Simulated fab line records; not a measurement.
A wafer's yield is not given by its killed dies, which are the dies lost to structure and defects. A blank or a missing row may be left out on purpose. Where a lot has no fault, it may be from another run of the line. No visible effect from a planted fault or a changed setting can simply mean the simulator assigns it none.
Chamber matching | flow n5 finfet | N5_BEOL_M5_CURE_80 on uv cure-01: 3 sister chambers
The step cures SiCOH lowk, time 120 s. 6 wafers are shown with their chamber, then 12 later ones without.

## EACH WAFER AND ITS CHAMBER
wafer  | chamber | lamp power pct (%) | wafer_temp_C_max
L075.5 | 0       | 52.38              | 370.7
L075.6 | 0       | 52.29              | 371.3
L091.4 | 1       | 52.36              | 370.8
L091.6 | 1       | 52.34              | 371.2
L093.2 | 2       | 52.37              | 371.5
L093.5 | 2       | 52.22              | 370.4

## WAFERS WITH NO CHAMBER GIVEN
wafer  | lamp power pct (%) | wafer_temp_C_max
L095.1 | 52.28              | 371.5
L095.3 | 52.22              | 371.6
L095.5 | 52.30              | 371.6
L095.2 | 52.38              | 371.5
L095.4 | 52.32              | 371.8
L095.6 | 52.32              | 371.9
L097.1 | 52.38              | 371.6
L097.2 | 52.26              | 370.7
L097.4 | 52.37              | 371.2
L097.3 | 52.34              | 371.1
L097.5 | 52.24              | 371.1
L097.6 | 52.26              | 371.4

## WHICH CHAMBER EACH ONE RAN IN
wafer  | from the rows above          | in truth
L095.1 | can't be placed: 2 or 0 or 1 | 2
L095.3 | can't be placed: 2 or 0 or 1 | 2
L095.5 | can't be placed: 2 or 0 or 1 | 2
L095.2 | can't be placed: 1 or 0 or 2 | 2
L095.4 | can't be placed: 0 or 1 or 2 | 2
L095.6 | can't be placed: 0 or 1 or 2 | 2
L097.1 | can't be placed: 1 or 0 or 2 | 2
L097.2 | can't be placed: 2 or 0 or 1 | 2
L097.4 | can't be placed: 1 or 0 or 2 | 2
L097.3 | can't be placed: 0 or 1 or 2 | 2
L097.5 | can't be placed: 2 or 0 or 1 | 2
L097.6 | can't be placed: 2 or 0 or 1 | 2
0 of 12 placed correctly. Can't be placed from these rows: 12 (the true chamber is among the candidates in 12). 0 placed wrongly.
How it was worked out, from the rows above alone: a wafer's distance from a chamber is the root of the sum, over the readings, of the square of ((its reading less the chamber's mean) divided by the reading's scatter). The wafer belongs to the nearest chamber; if the next one is less than 2 further off, it can't be placed. A chamber's mean is the mean of its shown wafers. The scatter: take each reading less its chamber's mean, square it, sum over the shown wafers, divide by the number of wafers less the number of chambers, and take the root.
